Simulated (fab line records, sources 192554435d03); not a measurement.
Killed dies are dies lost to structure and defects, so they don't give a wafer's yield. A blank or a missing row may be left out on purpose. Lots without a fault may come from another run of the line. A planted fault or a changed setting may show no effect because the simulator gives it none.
Chamber matching | flow n5_finfet | N5_BEOL_M0_CUTY_ETCH_62 on rie_diel-01: 4 sister chambers
The step etches SiARC in CF4, time 58.5 s. 7 wafers are shown with their chamber, then 7 later ones without.

WAFERS WITH THEIR CHAMBER
wafer  | chamber | drypump_motor_current_A (A) | showerhead_plenum_p_Torr (Torr)
L080.2 | 2       | 5.5                         | 2.14
L080.5 | 0       | 6.2                         | 2.26
L084.1 | 1       | 5.9                         | 2.12
L084.3 | 2       | 5.6                         | 2.13
L084.5 | 3       | 6.4                         | 2.12
L088.1 | 0       | 6.2                         | 2.26
L088.5 | 3       | 6.4                         | 2.12

WAFERS WITHOUT THEIR CHAMBER
wafer  | drypump_motor_current_A (A) | showerhead_plenum_p_Torr (Torr)
L088.6 | 5.5                         | 2.13
L089.1 | 5.5                         | 2.13
L089.2 | 6.2                         | 2.25
L089.5 | 6.5                         | 2.12
L091.3 | 6.2                         | 2.25
L091.4 | 6.5                         | 2.12
L091.6 | 6.2                         | 2.25

WHICH CHAMBER EACH WENT THROUGH
wafer  | from the rows above | in truth
L088.6 | 2                   | 2
L089.1 | 2                   | 2
L089.2 | 0                   | 0
L089.5 | 3                   | 3
L091.3 | 0                   | 0
L091.4 | 3                   | 3
L091.6 | 0                   | 0
Placed correctly: 7 of 7. Can't be placed from these rows: 0. Placed wrongly: 0.
How it was worked out, from the rows above alone: a wafer's distance from a chamber is the root of the sum, over the readings, of the square of ((its reading less the chamber's mean) divided by the reading's scatter). The wafer belongs to the nearest chamber; if the next one is less than 2 further off, it can't be placed. A chamber's mean is the mean of its shown wafers. The scatter: the root of (the sum of the squares of (reading less its chamber's mean) over the shown wafers, divided by (wafers less chambers)).
